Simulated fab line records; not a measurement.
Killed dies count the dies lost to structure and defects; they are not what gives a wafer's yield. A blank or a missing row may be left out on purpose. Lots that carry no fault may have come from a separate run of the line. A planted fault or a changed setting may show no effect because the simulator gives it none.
Chamber matching :: flow n5Finfet :: rieDiel-01 running N5_BEOL_M11_ETCH_66: 4 sister chambers
The step etches SOC in N2/H2, target depth 120 nm, overetch 24 nm, time 180 s. 4 wafers are shown with their chamber, then 8 later ones without.

## WAFERS, EACH WITH ITS CHAMBER
wafer: L084.3
chamber: 0
drypumpMotorCurrentA (A): 6.1

wafer: L091.3
chamber: 3
drypumpMotorCurrentA (A): 6.0

wafer: L091.6
chamber: 2
drypumpMotorCurrentA (A): 5.2

wafer: L092.1
chamber: 1
drypumpMotorCurrentA (A): 6.3

## WAFERS WHOSE CHAMBER IS MISSING
wafer: L092.2
drypumpMotorCurrentA (A): 6.0

wafer: L092.5
drypumpMotorCurrentA (A): 6.1

wafer: L097.1
drypumpMotorCurrentA (A): 6.1

wafer: L097.4
drypumpMotorCurrentA (A): 6.3

wafer: L097.6
drypumpMotorCurrentA (A): 6.1

wafer: L096.2
drypumpMotorCurrentA (A): 6.0

wafer: L096.5
drypumpMotorCurrentA (A): 5.1

wafer: L096.6
drypumpMotorCurrentA (A): 6.0

## WHICH CHAMBER EACH WENT THROUGH
wafer: L092.2
from the rows above: 3
in truth: 3

wafer: L092.5
from the rows above: 0
in truth: 0

wafer: L097.1
from the rows above: 0
in truth: 0

wafer: L097.4
from the rows above: 1
in truth: 1

wafer: L097.6
from the rows above: 0
in truth: 0

wafer: L096.2
from the rows above: 3
in truth: 3

wafer: L096.5
from the rows above: 2
in truth: 2

wafer: L096.6
from the rows above: 3
in truth: 3
Correctly placed: 8 of 8. Can't be placed from these rows: 0. Placed wrongly: 0.
How it was worked out, from the rows above alone: a wafer's distance from a chamber is the root of the sum, over the readings, of the square of ((its reading less the chamber's mean) divided by the reading's scatter). The wafer belongs to the nearest chamber; if the next one is less than 2 further off, it can't be placed. The mean given for a chamber averages the wafers shown for that chamber. The scatter (one wafer shown for each chamber): square how far every hidden wafer sits from the nearest shown wafer, average those squares and take the square root.
